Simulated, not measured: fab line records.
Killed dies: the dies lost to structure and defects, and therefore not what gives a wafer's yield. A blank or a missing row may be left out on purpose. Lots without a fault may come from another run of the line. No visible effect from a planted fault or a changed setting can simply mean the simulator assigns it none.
Matching of chambers    flow n5Finfet    rieDiel-04 running N5_BEOL_M4_ETCH_77: 4 sister chambers
The step etches underlayer in N2/H2, target depth 6.5 nm, time 5.2 s. 4 wafers are shown with their chamber, then 7 later ones without.

== WAFERS PAIRED WITH THEIR CHAMBERS ==
wafer   chamber  showerheadPlenumPTorr (Torr)
L083.3  0        2.50
L083.5  2        2.44
L085.1  1        2.71
L085.3  3        2.60

== WAFERS WHOSE CHAMBER IS MISSING ==
wafer   showerheadPlenumPTorr (Torr)
L085.6  2.44
L084.2  2.70
L084.3  2.44
L084.6  2.50
L091.4  2.60
L091.5  2.70
L091.6  2.43

== CHAMBER TAKEN BY EACH ==
wafer   from the rows above  in truth
L085.6  2                    2
L084.2  1                    1
L084.3  2                    2
L084.6  0                    0
L091.4  3                    3
L091.5  1                    1
L091.6  2                    2
Correctly placed: 7 of 7. Number that these rows cannot place: 0. Wrongly placed: 0.
How it was worked out, from the rows above alone: a wafer's distance from a chamber is the root of the sum, over the readings, of the square of ((its reading less the chamber's mean) divided by the reading's scatter). The wafer belongs to the nearest chamber; if the next one is less than 2 further off, it can't be placed. The mean given for a chamber averages the wafers shown for that chamber. The scatter: root of mean squared gap, hidden wafer to nearest shown wafer, with one shown wafer a chamber.
